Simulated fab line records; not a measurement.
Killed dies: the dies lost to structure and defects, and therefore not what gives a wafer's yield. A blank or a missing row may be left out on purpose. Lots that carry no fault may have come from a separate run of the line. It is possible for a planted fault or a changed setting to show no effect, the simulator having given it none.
Chamber matching	flow n5 finfet	N5_BEOL_M1_VIA_ETCH_34 on rie diel-05: 4 sister chambers
The step etches the open film in C4F6/O2, target depth 67.8 nm, time 64.4 s. 4 wafers are shown with their chamber, then 7 later ones without.

## WAFERS WITH THEIR CHAMBER
wafer	chamber	showerhead plenum p Torr (Torr)
L078.1	1	2.95
L078.3	3	2.69
L081.2	0	2.79
L081.4	2	2.83

## WAFERS WITHOUT THEIR CHAMBER
wafer	showerhead plenum p Torr (Torr)
L081.5	2.95
L091.1	2.94
L091.2	2.82
L091.5	2.78
L093.1	2.94
L093.2	2.82
L093.5	2.82

## CHAMBER TAKEN BY EACH
wafer	from the rows above	in truth
L081.5	1	1
L091.1	1	1
L091.2	2	2
L091.5	0	0
L093.1	1	1
L093.2	2	2
L093.5	2	2
Correct placement for 7 of the 7. Not placeable from these rows: 0. Placed wrongly: 0.
How it was worked out, from the rows above alone: a wafer's distance from a chamber is the root of the sum, over the readings, of the square of ((its reading less the chamber's mean) divided by the reading's scatter). The wafer belongs to the nearest chamber; if the next one is less than 2 further off, it can't be placed. Each chamber's mean is taken over the wafers shown for it. The scatter: root of mean squared gap, hidden wafer to nearest shown wafer, with one shown wafer a chamber.
